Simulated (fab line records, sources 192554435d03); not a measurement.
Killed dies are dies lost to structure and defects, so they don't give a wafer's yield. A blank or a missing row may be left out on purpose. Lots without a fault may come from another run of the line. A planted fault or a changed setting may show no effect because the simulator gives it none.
A struck lot beside a sound one | flow n5_finfet | 37 steps out of a route of 1938
Sound: wafers L938.1, L938.4, L938.6. Struck: wafers L926.1, L926.5, L926.6. The cause comes at the end.
At each step with rows: each side's tool, then ch and its chambers, then its first start. Under that, the readings that differ: sound wafers | struck wafers | difference of the means | sigmas: that difference in standard deviations of wafers without a fault.
alike: readings whose means differ by less than 2 such deviations, and words and numbers that are the same on both sides. not compared: withheld readings, readings that some wafer has no value for, bounds like >300 that may hide the same value, and numbers for which the record gives no deviation and whose values overlap.
The two part at a step that has a row with sigmas, a row that says differs or no value, or rows on one side only. Numbers that don't overlap but have no deviation are shown without sigmas and don't part them. A reading that every wafer of one side lacks parts them only if that side has two wafers or more.

first, 8 steps without rows for these wafers: N5_BEOL_M2_ECD_50 (material Cu, target thk 300 nm); N5_BEOL_M2_ANNEAL_51 (time 90 s); N5_BEOL_M2_CMP_52 (polishes, stops on SiOC, t overpolish 6.8 s, target thk 40 nm); N5_BEOL_M2_PRE_CLEAN_60 (time 15 s); N5_BEOL_M2_CO_CAP_55 (material Co, precursor CCTBA/H2, target thk 2 nm, time 102.1 s); N5_BEOL_M2_PRE_CLEAN_56 (time 15 s); N5_BEOL_M2_DEP_57 (deposits SiCN from 3MS/NH3, target thk 8 nm, time 14 s); N5_BEOL_M3_ILD_DEP_00 (deposits SiOC from DEMS/O2, target thk 79 nm, time 15.3 s).
N5_BEOL_M3_PECVD_72: deposits SiO2 from TEOS/O2, target thk 16 nm, time 18 s.
  sound on pecvd-01 ch 0,1,2, day 12 14:02; struck on pecvd-02 ch 0,2, day 9 15:44
  reading                                    | sound                | struck               | difference | sigmas
  susceptor_temp_C (C)                       | 400.40 400.27 399.89 | 404.97 404.94 404.97 | +4.77      | +23
  model.SiO2_of_BEOL_M3_PECVD_72.thk_nm (nm) | 16.4 16.4 16.6       | 15.4 15.6 15.6       | -0.9       |
  alike: heater_power_w, showerhead_plenum_p_Torr, throttle_valve_pct
then, 25 steps without rows for these wafers: N5_BEOL_M3_HM_DEP_02 (deposits TiN, target thk 20 nm); N5_BEOL_M3_COAT_61 (time 60 s, resist thk 60 nm); N5_BEOL_M3_COAT_62 (time 60 s, resist thk 12 nm); N5_BEOL_M3_COAT_73 (time 60 s, resist thk 5 nm); N5_BEOL_M3_COAT_05 (resist thk 30 nm); N5_BEOL_M3_EBR_07; N5_BEOL_M3_SOFTBAKE_06 (time 60 s); N5_BEOL_M3_EXPOSE_08 (exposes mask M3); N5_BEOL_M3_PEB_09 (peb time 60 s); N5_BEOL_M3_DEVELOP_10 (develop time 30 s); N5_BEOL_M3_DESCUM_16 (chemistry O2, time 7 s); N5_BEOL_M3_ETCH_74 (etches underlayer in N2/H2, target depth 6.5 nm, time 5.2 s); N5_BEOL_M3_ETCH_63 (etches SiARC in CF4, target depth 15.6 nm, time 26 s); N5_BEOL_M3_ETCH_64 (etches SOC in N2/H2, target depth 75 nm, overetch 15 nm, time 112.5 s); N5_BEOL_M3_STRIP_65 (strips in N2/H2); N5_BEOL_M3_STRIP_75 (strips in N2/H2); N5_BEOL_M3_STRIP_66 (strips in CF4); N5_BEOL_M3_HM_OPEN_17 (chemistry Cl2/BCl3, target TiN, target depth 20 nm, overetch 6 nm); N5_BEOL_M3_STRIP_19 (strips in O2); N5_BEOL_M3_COAT_67 (time 60 s, resist thk 60 nm); N5_BEOL_M3_COAT_68 (time 60 s, resist thk 12 nm); N5_BEOL_M3_COAT_76 (time 60 s, resist thk 5 nm); N5_BEOL_M3_COAT_22 (resist thk 30 nm); N5_BEOL_M3_EBR_24; N5_BEOL_M3_SOFTBAKE_23 (time 60 s).
N5_BEOL_M3_HM_STRIP_39: strips TiN in peroxide tin strip, target depth 25 nm, time 158 s.
  sound on wet_bench-02 ch 2,4,6, day 13 11:20; struck on wet_bench-05 ch 0,3,6, day 10 01:06
  reading                                    | sound          | struck         | difference | sigmas
  model.SiO2_of_BEOL_M3_PECVD_72.thk_nm (nm) | 16.2 16.2 16.4 | 15.2 15.6 15.4 | -0.9       |
N5_BEOL_M4_RC_MEAS_101:
  sound on prober-01 ch 0, day 14 04:59; struck on prober-01 ch 0, day 11 02:36
  reading       | sound          | struck         | difference | sigmas
  DIBL_N (mV/V) | 34.8 34.8 36.5 | 38.7 40.5 41.2 | +4.8       | +2
  DIBL_P (mV/V) | 34.2 34.1 36.2 | 37.5 39.3 41.1 | +4.5       | +2
  alike: IOFF_N, IOFF_P, ION_N, ION_P, SS_N, SS_P, VT_N, VT_P
-- the record jumps here: 6 days lie between the struck wafers' starts before and after (it left off in module BEOL_M4 and takes up again in module PASSIVATION, whose first step shown is number 1936 of the route) --
N5_PASSIVATION_PROBE_49:
  sound on prober-01, day 19 05:07; struck on prober-02, day 16 16:50
  alike: defect_limited_yield, killed_at_M0_to_M3, killed_at_M4_up, killed_at_contacts, killed_at_front_end, killed_at_other, killed_dies, killed_open, killed_short, sort_bin_5_function, sort_bin_6_memory, sort_n_pass, sort_yield_pct

WHERE THEY PART
First at N5_BEOL_M3_PECVD_72; last, within this record, at N5_BEOL_M4_RC_MEAS_101. Later steps at which nothing parts them and some readings are alike: N5_PASSIVATION_PROBE_49.

WHY: what the simulator had put in
Process parameter drift: pecvd-02, from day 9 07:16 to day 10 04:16, at N5_BEOL_M3_PECVD_72. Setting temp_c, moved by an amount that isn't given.
